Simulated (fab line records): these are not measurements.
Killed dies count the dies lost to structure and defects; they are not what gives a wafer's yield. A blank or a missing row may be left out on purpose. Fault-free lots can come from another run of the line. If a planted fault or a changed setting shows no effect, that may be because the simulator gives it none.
Matching of chambers    flow n5 finfet    N5_BEOL_M0_SAQP_DESCUM_19 on rie diel-06 has 4 sister chambers
The step chemistry O2, time 7.9 s. 4 wafers are shown with their chamber, then 8 later ones without.

## WAFERS WITH THEIR CHAMBER
wafer   chamber  throttle valve pct (%)
L081.4  0        20.24
L085.4  3        20.61
L085.5  1        20.42
L089.3  2        20.66

## WAFERS WITHOUT THEIR CHAMBER
wafer   throttle valve pct (%)
L089.4  20.41
L089.6  20.63
L096.2  20.27
L096.4  20.28
L096.6  20.44
L097.1  20.28
L097.2  20.64
L097.5  20.28

## EACH ONE'S CHAMBER
wafer   from the rows above      in truth
L089.4  1                        1
L089.6  can't be placed: 3 or 2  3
L096.2  0                        0
L096.4  0                        0
L096.6  1                        1
L097.1  0                        0
L097.2  can't be placed: 2 or 3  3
L097.5  0                        0
6 of 8 placed correctly. Not placeable from these rows: 2 (in 2, the candidates include the true chamber). 0 placed wrongly.
How it was worked out, from the rows above alone: a wafer's distance from a chamber is the root of the sum, over the readings, of the square of ((its reading less the chamber's mean) divided by the reading's scatter). If the next closest chamber is less than 2 further off than the closest, the wafer can't be placed; otherwise it belongs to the closest. The mean given for a chamber averages the wafers shown for that chamber. The scatter: root of mean squared gap, hidden wafer to nearest shown wafer, with one shown wafer a chamber.
